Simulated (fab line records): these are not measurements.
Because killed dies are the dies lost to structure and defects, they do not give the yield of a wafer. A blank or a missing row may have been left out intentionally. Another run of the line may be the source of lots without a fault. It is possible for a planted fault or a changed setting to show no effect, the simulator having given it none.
fab line records	flow nandHarc
record lots=6	wafers=18	lastDay=33
route steps=1302 shown A_SOURCE_PLATE@416 A_ONON_D1@424 END@1302
lots with no fault: from the same line, run without faults
startH: start of the lot's first displayed wafer, in hours after the record's first day	waitH: how many hours have passed since the lot's step before this one	" same as the row above	L1.1+2: several wafers, shown together as one row	- no value present, or no start provided	* or withheld: withheld	< > ~ a bound
route shown NAME@n: names a module that has steps shown in the file, with the first one's number in the route	usual: the fault-free wafers' mean and standard deviation	same: alike in all rows	chamber/n: place in a boat	sites: the reading at each site	_std_site: standard deviation of those values	_edge_site: inner sites' mean taken away from outer sites' mean	radiusMm: for every site, how far away it sits from the centre of the wafer	mask NAME#n: copy n	behind: the tool/chamber that last shaped the wafer	hold: what put the lot on hold/how long, in hours/how the hold closed	device: the n, p or np transistor that did not switch	end of line: tests of these same wafers at the route's end	where a step has no rows: the recipe by itself	killed: count of dies lost to structure and defects at first sort (not the wafer's yield)	map: the dies of a wafer, with x for killed, . for not killed, _ for no die there
set.NAME: the setting that was run; set.NAME@STEP: the one run at that earlier step	model.NAME: the simulator's own value behind a step, which no gauge read
lots at selected steps of the route; one table per step, one row per wafer
services: when a tool's chamber went out of use (startH, in hours from the record's first day, below 0 if earlier), for how many hours, and the reason
## steps
# step NHARC_A_SOURCE_PLATE_THK_MEAS_09
# recipe thkMeasGauge=ellipsometry
# usual thkNm=9.8/0.91
lot.wafer	tool	chamber	startH	waitH	thkNm
L773.1	filmMetro-01	-	166.78	0.4	10.7
L773.2	"	-	"	"	10.2
L773.3	"	-	"	"	9.3
L781.2	filmMetro-01	-	259.74	0.4	9.9
L781.3	"	-	"	"	9.6
L781.4	"	-	"	"	10.6
L783.2	filmMetro-01	-	272.60	0.4	8.4
L783.4	"	-	"	"	10.8
L783.6	"	-	"	"	8.8
L784.2	filmMetro-02	-	272.60	0.4	8.9
L784.3	"	-	"	"	9.3
L784.4	"	-	"	"	9.5
L791.1	filmMetro-02	-	346.26	0.4	10.8
L791.4	"	-	"	"	9.8
L791.6	"	-	"	"	11.8
L792.1	filmMetro-01	-	362.86	0.4	10.7
L792.2	"	-	"	"	9.1
L792.6	"	-	"	"	8.8
# step NHARC_A_SOURCE_PLATE_PVD_04
# recipe targetThkA=500	material=WSi2
# step NHARC_A_SOURCE_PLATE_CVD_03
# recipe targetThkA=2000	tempC=620	pressureMtorr=200	timeS=4000	material=poly-Si
# step NHARC_A_SOURCE_PLATE_ANNEAL_05
# recipe tempC=850	timeS=1800
# step NHARC_A_SOURCE_PLATE_THK_MEAS_06
# recipe thkMeasGauge=ellipsometry
# usual thkNm=199.9/2.2
lot.wafer	tool	chamber	startH	waitH	thkNm
L773.1	filmMetro-01	-	179.67	0.4	200.6
L773.2	"	-	"	"	199.1
L773.3	"	-	"	"	199.5
L781.2	filmMetro-01	-	272.73	0.4	200.5
L781.3	"	-	"	"	200.3
L781.4	"	-	"	"	200.8
L784.2	filmMetro-01	-	285.53	0.4	196.2
L784.3	"	-	"	"	198.6
L784.4	"	-	"	"	197.2
L783.2	filmMetro-02	-	285.53	0.4	203.5
L783.4	"	-	"	"	204.6
L783.6	"	-	"	"	205.3
L791.1	filmMetro-02	-	360.34	0.4	201.0
L791.4	"	-	"	"	199.1
L791.6	"	-	"	"	200.6
L792.1	filmMetro-01	-	376.44	0.4	198.9
L792.2	"	-	"	"	197.8
L792.6	"	-	"	"	198.0
# step NHARC_A_SOURCE_PLATE_INSPECT_08
# usual rawDefectCount=60/24
lot.wafer	tool	chamber	startH	waitH	rawDefectCount
L773.1	defectInspect-01	-	179.74	0.0	97
L773.2	"	-	"	"	108
L773.3	"	-	"	"	78
L781.2	defectInspect-01	-	272.79	0.0	51
L781.3	"	-	"	"	79
L781.4	"	-	"	"	73
L784.2	defectInspect-01	-	285.59	0.0	49
L784.3	"	-	"	"	77
L784.4	"	-	"	"	43
L783.2	defectInspect-02	-	285.60	0.0	71
L783.4	"	-	"	"	53
L783.6	"	-	"	"	54
L791.1	defectInspect-02	-	360.43	0.0	68
L791.4	"	-	"	"	45
L791.6	"	-	"	"	50
L792.1	defectInspect-02	-	376.51	0.0	28
L792.2	"	-	"	"	47
L792.6	"	-	"	"	28
# step NHARC_A_ONON_D1_DEP_00
# recipe targetThkA=10000	n2FlowSccm=2750	n2oFlowSccm=2000	nh3FlowSccm=500	sih4FlowSccm=210	tempC=400
# step NHARC_A_ONON_D1_THK_MEAS_02
# recipe thkMeasGauge=ellipsometry
# usual thkNm=1000/11
lot.wafer	tool	chamber	startH	waitH	thkNm
L773.1	filmMetro-01	-	180.31	-	1009
L773.2	"	-	"	"	1008
L773.3	"	-	"	"	1008
L781.2	filmMetro-01	-	273.39	-	1003
L781.3	"	-	"	"	1003
L781.4	"	-	"	"	1005
L784.2	filmMetro-01	-	286.17	-	1019
L784.3	"	-	"	"	1019
L784.4	"	-	"	"	1019
L783.2	filmMetro-01	-	286.18	-	1017
L783.4	"	-	"	"	1017
L783.6	"	-	"	"	1016
L791.1	filmMetro-01	-	361.00	-	1021
L791.4	"	-	"	"	1021
L791.6	"	-	"	"	1020
L792.1	filmMetro-01	-	377.08	-	996
L792.2	"	-	"	"	996
L792.6	"	-	"	"	998
# step NHARC_A_ONON_D1_DEP_03
# recipe targetThkA=10000	n2FlowSccm=2750	n2oFlowSccm=2000	nh3FlowSccm=500	sih4FlowSccm=210	tempC=400
# step NHARC_A_ONON_D1_THK_MEAS_05
# recipe thkMeasGauge=ellipsometry
# usual thkNm=1000/12
lot.wafer	tool	chamber	startH	waitH	thkNm
L773.1	filmMetro-01	-	180.88	-	1002
L773.2	"	-	"	"	1003
L773.3	"	-	"	"	1002
L781.2	filmMetro-02	-	273.96	-	988
L781.3	"	-	"	"	988
L781.4	"	-	"	"	987
L784.2	filmMetro-01	-	286.74	-	999
L784.3	"	-	"	"	997
L784.4	"	-	"	"	996
L783.2	filmMetro-02	-	286.75	-	1016
L783.4	"	-	"	"	1015
L783.6	"	-	"	"	1016
L791.1	filmMetro-02	-	361.57	-	1008
L791.4	"	-	"	"	1009
L791.6	"	-	"	"	1009
L792.1	filmMetro-01	-	377.65	-	1021
L792.2	"	-	"	"	1021
L792.6	"	-	"	"	1022
# step NHARC_A_ONON_D1_DEP_06
# recipe targetThkA=10000	n2FlowSccm=2750	n2oFlowSccm=2000	nh3FlowSccm=500	sih4FlowSccm=210	tempC=400
# usual n2FlowSccm=2751/8.8	susceptorTempC=399.93/0.21
lot.wafer	tool	chamber	startH	waitH	n2FlowSccm	susceptorTempC
L773.1	pecvdOnon-01	0	180.93	0.1	2762	400.18
L773.2	"	0	"	"	2750	399.81
L773.3	"	0	"	"	2748	400.00
L781.2	pecvdOnon-03	0	274.21	0.2	2747	400.11
L781.3	"	0	"	"	2739	400.11
L781.4	"	0	"	"	2747	399.90
L784.2	pecvdOnon-04	0	286.85	0.1	2755	400.04
L784.3	"	0	"	"	2754	399.88
L784.4	"	0	"	"	2751	399.98
L783.2	pecvdOnon-03	0	286.86	0.1	2740	399.79
L783.4	"	0	"	"	2741	399.91
L783.6	"	0	"	"	2733	400.14
L791.1	pecvdOnon-01	0	361.63	0.1	2747	399.53
L791.4	"	0	"	"	2751	399.83
L791.6	"	0	"	"	2750	399.84
L792.1	pecvdOnon-03	0	377.73	0.1	2766	399.94
L792.2	"	0	"	"	2766	399.89
L792.6	"	0	"	"	2773	399.94
# step NHARC_A_ONON_D1_THK_MEAS_08
# recipe thkMeasGauge=ellipsometry
# usual thkNm=1001/7
lot.wafer	tool	chamber	startH	waitH	thkNm
L773.1	filmMetro-01	-	181.44	-	1012
L773.2	"	-	"	"	1012
L773.3	"	-	"	"	1014
L781.2	filmMetro-01	-	274.66	-	1000
L781.3	"	-	"	"	696
L781.4	"	-	"	"	699
L784.2	filmMetro-02	-	287.30	-	1007
L784.3	"	-	"	"	1010
L784.4	"	-	"	"	1009
L783.2	filmMetro-01	-	287.31	-	985
L783.4	"	-	"	"	681
L783.6	"	-	"	"	986
L791.1	filmMetro-02	-	362.13	-	1003
L791.4	"	-	"	"	1003
L791.6	"	-	"	"	1003
L792.1	filmMetro-01	-	378.24	-	1003
L792.2	"	-	"	"	1003
L792.6	"	-	"	"	1004
# step NHARC_A_ONON_D1_DEP_09
# recipe targetThkA=10000	n2FlowSccm=2750	n2oFlowSccm=2000	nh3FlowSccm=500	sih4FlowSccm=210	tempC=400
# step NHARC_END_SORT_01
# recipe tempC=25
# usual killedAtArray=59/20	killedAtOther=0.8/1.1	killedAtPeriphery=5/3.1	killedDies=64/21	killedOpen=3.4/1.9	killedShort=2.3/1.7
# same grossDies=677
lot.wafer	tool	chamber	startH	waitH	killedAtArray	killedAtOther	killedAtPeriphery	killedDies	killedOpen	killedShort
L773.1	prober-02	0	574.23	2.5	95	1	1	97	2	1
L773.2	prober-02	0	575.03	2.8	102	0	5	107	5	2
L773.3	prober-02	0	575.83	3.1	105	1	5	111	2	7
L781.2	prober-01	0	675.26	2.8	68	0	1	69	2	2
L781.3	prober-01	0	676.06	3.1	672	3	2	677	5	4
L781.4	prober-01	0	676.85	3.4	674	0	3	677	4	1
L784.2	prober-01	0	690.34	2.8	63	0	6	69	3	2
L784.3	prober-01	0	691.15	3.1	61	0	3	64	1	1
L784.4	prober-01	0	691.95	3.4	75	0	5	80	4	2
L783.2	prober-02	0	690.35	2.8	57	1	4	62	3	5
L783.4	prober-02	0	691.94	3.4	674	1	2	677	1	3
L783.6	prober-02	0	693.54	4.0	41	0	2	43	3	0
L791.1	prober-01	0	761.46	2.5	55	2	2	59	1	4
L791.4	prober-01	0	763.87	3.4	56	4	3	63	4	9
L791.6	prober-01	0	765.47	4.0	66	3	4	73	8	1
L792.1	prober-02	0	780.27	2.5	62	2	9	73	3	5
L792.2	prober-02	0	781.07	2.8	52	1	5	58	7	3
L792.6	prober-02	0	784.30	4.0	59	3	7	69	3	2
# killed by level:class
L773.1 A_CHANNEL_HOLE_D1:chamberFilmFlake=33 A_CHANNEL_HOLE_D2:chamberFilmFlake=31 A_SLIT:chamberFilmFlake=18 A_CONTACT:chamberFilmFlake=4 A_STAIRCASE:chamberFilmFlake=2 A_SGD_CUT:chamberFilmFlake=2 A_CHANNEL_HOLE_D1:geometricParticle:open=1 A_CHANNEL_FILL_D2:geometricParticle:open=1
L773.2 A_CHANNEL_HOLE_D1:chamberFilmFlake=36 A_CHANNEL_HOLE_D2:chamberFilmFlake=30 A_SLIT:chamberFilmFlake=21 A_STAIRCASE:chamberFilmFlake=5 A_WL_FILL:geometricParticle:open=2 A_SGD_CUT:chamberFilmFlake=2 P_M1:geometricParticle:open=1 A_CHANNEL_FILL_D1:geometricParticle:short=1
L773.3 A_SLIT:chamberFilmFlake=33 A_CHANNEL_HOLE_D2:chamberFilmFlake=29 A_CHANNEL_HOLE_D1:chamberFilmFlake=25 A_STAIRCASE:chamberFilmFlake=4 A_SGD_CUT:chamberFilmFlake=4 P_STI:chamberFilmFlake=2 P_CONTACT:geometricParticle:short=1 P_M1:geometricParticle:open=1
L781.2 A_SLIT:chamberFilmFlake=31 A_CHANNEL_HOLE_D1:chamberFilmFlake=23 A_CHANNEL_HOLE_D2:unspecified=2 A_STAIRCASE:chamberFilmFlake=2 A_WL_FILL:chamberFilmFlake=2 A_M1:chamberFilmFlake=2 A_ONON_D1:geometricParticle:open=1 A_ONON_D2:geometricParticle:short=1
L781.3 A_ONON_D1:areaDep=603 A_CHANNEL_HOLE_D1:chamberFilmFlake=33 A_SLIT:chamberFilmFlake=19 A_CONTACT:chamberFilmFlake=4 P_M0:geometricParticle:open=2 A_SGD_CUT:geometricParticle:short=2 A_CHANNEL_HOLE_D2:chamberFilmFlake=2 A_M1:chamberFilmFlake=2
L781.4 A_ONON_D1:areaDep=594 A_CHANNEL_HOLE_D1:chamberFilmFlake=35 A_SLIT:chamberFilmFlake=32 A_CHANNEL_FILL_D2:chamberFilmFlake=2 A_STAIRCASE:chamberFilmFlake=2 A_CONTACT:chamberFilmFlake=2 A_M1:chamberFilmFlake=2 P_CONTACT:geometricParticle:open=1
L784.2 A_SLIT:chamberFilmFlake=27 A_CHANNEL_HOLE_D2:chamberFilmFlake=14 A_CHANNEL_HOLE_D1:chamberFilmFlake=7 A_CONTACT:chamberFilmFlake=4 P_CONTACT:chamberFilmFlake=3 A_STAIRCASE:chamberFilmFlake=3 A_SGD_CUT:chamberFilmFlake=2 A_M1:chamberFilmFlake=2
L783.2 A_SLIT:chamberFilmFlake=33 A_WL_FILL:chamberFilmFlake=5 A_CHANNEL_HOLE_D1:chamberFilmFlake=4 A_M1:chamberFilmFlake=4 A_CHANNEL_FILL_D1:geometricParticle:short=2 A_STAIRCASE:chamberFilmFlake=2 P_M1:geometricParticle:open=1 A_ONON_D1:geometricParticle:short=1
L784.3 A_CHANNEL_HOLE_D2:chamberFilmFlake=24 A_SLIT:chamberFilmFlake=19 A_STAIRCASE:chamberFilmFlake=3 A_SGD_CUT:chamberFilmFlake=3 A_CONTACT:chamberFilmFlake=3 P_BONDPAD:chamberFilmFlake=2 A_ZERO_WELL:chamberFilmFlake=2 A_CHANNEL_HOLE_D1:chamberFilmFlake=2
L783.4 A_ONON_D1:areaDep=621 A_SLIT:chamberFilmFlake=28 A_CHANNEL_HOLE_D1:chamberFilmFlake=6 A_WL_FILL:chamberFilmFlake=6 A_CONTACT:chamberFilmFlake=3 A_DECK1_JOINT:geometricParticle:short=2 A_STAIRCASE:chamberFilmFlake=2 A_M1:chamberFilmFlake=2
L784.4 A_SLIT:chamberFilmFlake=34 A_CHANNEL_HOLE_D2:chamberFilmFlake=15 A_CHANNEL_HOLE_D1:chamberFilmFlake=5 P_CONTACT:chamberFilmFlake=3 A_STAIRCASE:chamberFilmFlake=3 A_SGD_CUT:chamberFilmFlake=3 A_CONTACT:chamberFilmFlake=3 A_M1:chamberFilmFlake=2
L783.6 A_SLIT:chamberFilmFlake=25 A_CHANNEL_HOLE_D1:chamberFilmFlake=5 A_WL_FILL:chamberFilmFlake=3 A_CONTACT:chamberFilmFlake=3 A_WL_FILL:geometricParticle:open=2 P_GATE:geometricParticle:open=1 P_ZERO_WELL:chamberFilmFlake=1 A_CHANNEL_FILL_D1:chamberFilmFlake=1
L791.1 A_SLIT:chamberFilmFlake=26 A_CONTACT:chamberFilmFlake=11 A_CHANNEL_HOLE_D1:chamberFilmFlake=10 A_STAIRCASE:chamberFilmFlake=3 A_ZERO_WELL:chamberFilmFlake=2 P_M0:geometricParticle:short=1 A_ONON_D2:geometricParticle:short=1 A_M0:geometricParticle:open=1
L791.4 A_SLIT:chamberFilmFlake=25 A_CHANNEL_HOLE_D1:chamberFilmFlake=11 A_CONTACT:chamberFilmFlake=5 THIN_TSV:chamberFilmFlake=4 A_ONON_D1:geometricParticle:short=2 A_CHANNEL_HOLE_D2:chamberFilmFlake=2 P_M1:geometricParticle:short=1 A_CHANNEL_HOLE_D1:geometricParticle:open=1
L791.6 A_SLIT:chamberFilmFlake=33 A_CHANNEL_HOLE_D1:chamberFilmFlake=19 A_M0:geometricParticle:open=4 A_CONTACT:chamberFilmFlake=4 P_GATE:chamberFilmFlake=3 THIN_TSV:chamberFilmFlake=3 P_CONTACT:geometricParticle:open=1 A_ONON_D1:geometricParticle:open=1
L792.1 A_CHANNEL_HOLE_D2:chamberFilmFlake=29 A_SLIT:chamberFilmFlake=12 A_CHANNEL_HOLE_D1:chamberFilmFlake=8 A_CONTACT:chamberFilmFlake=5 P_GATE:chamberFilmFlake=4 A_ZERO_WELL:chamberFilmFlake=3 THIN_TSV:chamberFilmFlake=2 P_CONTACT:geometricParticle:short=1
L792.2 A_CHANNEL_HOLE_D2:chamberFilmFlake=16 A_CHANNEL_HOLE_D1:chamberFilmFlake=9 A_SLIT:chamberFilmFlake=8 A_CONTACT:chamberFilmFlake=7 A_WL_FILL:chamberFilmFlake=3 A_CHANNEL_FILL_D1:geometricParticle:short=2 A_CHANNEL_FILL_D1:geometricParticle:open=2 P_GATE:chamberFilmFlake=2
L792.6 A_CHANNEL_HOLE_D2:chamberFilmFlake=34 A_CHANNEL_HOLE_D1:chamberFilmFlake=10 A_SLIT:chamberFilmFlake=8 A_WL_FILL:chamberFilmFlake=2 P_ZERO_WELL:chamberFilmFlake=2 THIN_TSV:chamberFilmFlake=2 P_GATE:geometricParticle:short=1 P_CONTACT:geometricParticle:short=1
# map L781.3 (x killed, . not)
____________x____________
_________xxxxxxx_________
_______xxxxxxxxxxx_______
______xxxxxxxxxxxxx______
_____xxxxxxxxxxxxxxx_____
____xxxxxxxxxxxxxxxxx____
____xxxxxxxxxxxxxxxxx____
___xxxxxxxxxxxxxxxxxxx___
___xxxxxxxxxxxxxxxxxxx___
__xxxxxxxxxxxxxxxxxxxxx__
__xxxxxxxxxxxxxxxxxxxxx__
_xxxxxxxxxxxxxxxxxxxxxxx_
_xxxxxxxxxxxxxxxxxxxxxxx_
_xxxxxxxxxxxxxxxxxxxxxxx_
_xxxxxxxxxxxxxxxxxxxxxxx_
_xxxxxxxxxxxxxxxxxxxxxxx_
xxxxxxxxxxxxxxxxxxxxxxxxx
xxxxxxxxxxxxxxxxxxxxxxxxx
xxxxxxxxxxxxxxxxxxxxxxxxx
xxxxxxxxxxxxxxxxxxxxxxxxx
xxxxxxxxxxxxxxxxxxxxxxxxx
_xxxxxxxxxxxxxxxxxxxxxxx_
_xxxxxxxxxxxxxxxxxxxxxxx_
_xxxxxxxxxxxxxxxxxxxxxxx_
_xxxxxxxxxxxxxxxxxxxxxxx_
_xxxxxxxxxxxxxxxxxxxxxxx_
__xxxxxxxxxxxxxxxxxxxxx__
__xxxxxxxxxxxxxxxxxxxxx__
___xxxxxxxxxxxxxxxxxxx___
___xxxxxxxxxxxxxxxxxxx___
____xxxxxxxxxxxxxxxxx____
____xxxxxxxxxxxxxxxxx____
_____xxxxxxxxxxxxxxx_____
______xxxxxxxxxxxxx______
_______xxxxxxxxxxx_______
_________xxxxxxx_________
____________x____________
# map L783.4 (x killed, . not)
____________x____________
_________xxxxxxx_________
_______xxxxxxxxxxx_______
______xxxxxxxxxxxxx______
_____xxxxxxxxxxxxxxx_____
____xxxxxxxxxxxxxxxxx____
____xxxxxxxxxxxxxxxxx____
___xxxxxxxxxxxxxxxxxxx___
___xxxxxxxxxxxxxxxxxxx___
__xxxxxxxxxxxxxxxxxxxxx__
__xxxxxxxxxxxxxxxxxxxxx__
_xxxxxxxxxxxxxxxxxxxxxxx_
_xxxxxxxxxxxxxxxxxxxxxxx_
_xxxxxxxxxxxxxxxxxxxxxxx_
_xxxxxxxxxxxxxxxxxxxxxxx_
_xxxxxxxxxxxxxxxxxxxxxxx_
xxxxxxxxxxxxxxxxxxxxxxxxx
xxxxxxxxxxxxxxxxxxxxxxxxx
xxxxxxxxxxxxxxxxxxxxxxxxx
xxxxxxxxxxxxxxxxxxxxxxxxx
xxxxxxxxxxxxxxxxxxxxxxxxx
_xxxxxxxxxxxxxxxxxxxxxxx_
_xxxxxxxxxxxxxxxxxxxxxxx_
_xxxxxxxxxxxxxxxxxxxxxxx_
_xxxxxxxxxxxxxxxxxxxxxxx_
_xxxxxxxxxxxxxxxxxxxxxxx_
__xxxxxxxxxxxxxxxxxxxxx__
__xxxxxxxxxxxxxxxxxxxxx__
___xxxxxxxxxxxxxxxxxxx___
___xxxxxxxxxxxxxxxxxxx___
____xxxxxxxxxxxxxxxxx____
____xxxxxxxxxxxxxxxxx____
_____xxxxxxxxxxxxxxx_____
______xxxxxxxxxxxxx______
_______xxxxxxxxxxx_______
_________xxxxxxx_________
____________x____________
## services
tool	chamber	startH	hours	kind
pecvdOnon-03	-	227.00	13.0	pm
pecvdOnon-01	-	269.23	13.0	pm
pecvdOnon-04	-	311.20	13.0	pm
pecvdOnon-04	-	364.00	3.1	repair
## key
firstSign step=NHARC_A_ONON_D1_THK_MEAS_08	reading=thkNm	direction=down	sigmas=44	usual=1001	struck=692
effect step=NHARC_END_SORT_01	reading=killedAtArray	direction=up	sigmas=31	usual=59	struck=673
moreKillsBornAt NHARC_A_ONON_D1_DEP_06@pecvdOnon-03=1818
metAt NHARC_A_ONON_D1_DEP_06
struckWafers L781.3,L781.4,L783.4
laterRowsLeftOut L781.3,L781.4,L783.4
testerLeftOut L781,L783
fault kind=processParameterDrift	tool=pecvdOnon-03	chamber=-	onsetH=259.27	steps=NHARC_A_ONON_D1_DEP_06	channel=targetThkA	offset=*	shape=step	endH=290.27	scope=struckWafersOnly	actsIn=*	stated=*
# testerLeftOut: of these lots the tester's yield and bins aren't shown, on N5 and GAA mostly nor the transistor test; their killed dies are dies lost to structure and defects alone, not to doping, threshold or leakage, so they don't give the yield
# laterRowsLeftOut: the simulator's readings of these wafers behind a module that went badly wrong aren't trusted and aren't shown, but for the sort
